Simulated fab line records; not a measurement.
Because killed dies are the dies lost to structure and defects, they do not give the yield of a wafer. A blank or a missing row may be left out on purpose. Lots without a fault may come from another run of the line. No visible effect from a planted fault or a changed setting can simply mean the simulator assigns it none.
Matching of chambers -- flow n5 finfet -- N5_STI_FIN_REVEAL_ETCH_34 on rie si-04: 4 sister chambers
The step etches Si in H2, material Si, target depth 0.97 nm. 33 wafers are shown with their chamber, then 12 later ones without.

## EACH WAFER AND ITS CHAMBER
wafer,chamber,throttle valve pct (%),drypump motor current A (A),oes product au (a.u.)
L075.1,0,26.2,5.2,1.020
L075.2,2,25.9,5.6,1.022
L075.3,3,25.4,5.1,0.984
L075.4,1,25.0,6.3,0.968
L075.5,3,25.4,5.1,0.983
L075.6,2,25.9,5.5,1.022
L076.2,1,25.1,6.3,0.962
L076.5,1,25.1,6.3,0.958
L076.6,0,26.2,5.3,1.007
L078.2,1,25.0,6.3,0.977
L078.3,2,25.9,5.6,1.020
L078.6,1,25.1,6.4,0.972
L079.1,0,26.1,5.3,1.012
L079.2,2,25.9,5.6,1.026
L079.3,3,25.4,5.1,0.992
L079.4,1,25.0,6.3,0.960
L079.5,0,26.2,5.3,1.027
L079.6,3,25.4,5.1,0.978
L081.3,3,25.4,5.1,0.979
L081.4,0,26.2,5.3,1.012
L081.6,2,25.9,5.6,1.033
L085.3,3,25.4,5.1,0.973
L085.5,1,25.1,6.3,0.964
L085.6,2,25.9,5.5,1.015
L088.1,0,26.1,5.3,1.013
L088.3,3,25.4,5.1,0.981
L088.4,1,25.0,6.3,0.968
L089.1,3,25.4,5.1,0.981
L089.2,2,25.9,5.6,1.029
L089.3,1,25.1,6.3,0.961
L089.4,0,26.2,5.3,1.023
L089.5,1,25.0,6.4,0.966
L089.6,0,26.2,5.2,1.014

SIGNATURES (averages over the wafers above)
reading,chamber 0,chamber 1,chamber 2,chamber 3,scatter within a chamber
throttle valve pct,26.175,25.050,25.900,25.400,0.0371
drypump motor current A,5.275,6.320,5.571,5.100,0.0395
oes product au,1.01600,0.96560,1.02386,0.98137,0.006
Rule: a wafer's distance from a chamber is the root of the sum, over the readings, of the square of ((its reading less the chamber's mean) divided by the reading's scatter). If the next closest chamber is less than 2 further off than the closest, the wafer can't be placed; otherwise it belongs to the closest. How the scatter is found: for the shown wafers, subtract from each reading the mean of its chamber, square and add these, divide the total by (wafers less chambers), then take the root.

## WAFERS WITHOUT THEIR CHAMBER
wafer,throttle valve pct (%),drypump motor current A (A),oes product au (a.u.)
L090.1,25.9,5.6,1.015
L090.3,26.2,5.3,1.020
L090.5,25.1,6.3,0.960
L093.2,26.2,5.3,1.010
L093.4,25.9,5.6,1.012
L093.6,25.4,5.0,0.986
L092.1,25.9,5.6,1.028
L092.2,26.2,5.3,1.016
L092.3,25.4,5.1,0.986
L097.1,25.4,5.1,0.975
L097.3,25.1,6.3,0.958
L097.6,25.4,5.1,0.974

## THE CHAMBER EACH PASSED THROUGH
wafer,from the rows above,in truth
L090.1,2,2
L090.3,0,0
L090.5,1,1
L093.2,0,0
L093.4,2,2
L093.6,3,3
L092.1,2,2
L092.2,0,0
L092.3,3,3
L097.1,3,3
L097.3,1,1
L097.6,3,3
12 of 12 placed correctly. Number that these rows cannot place: 0. 0 placed wrongly.
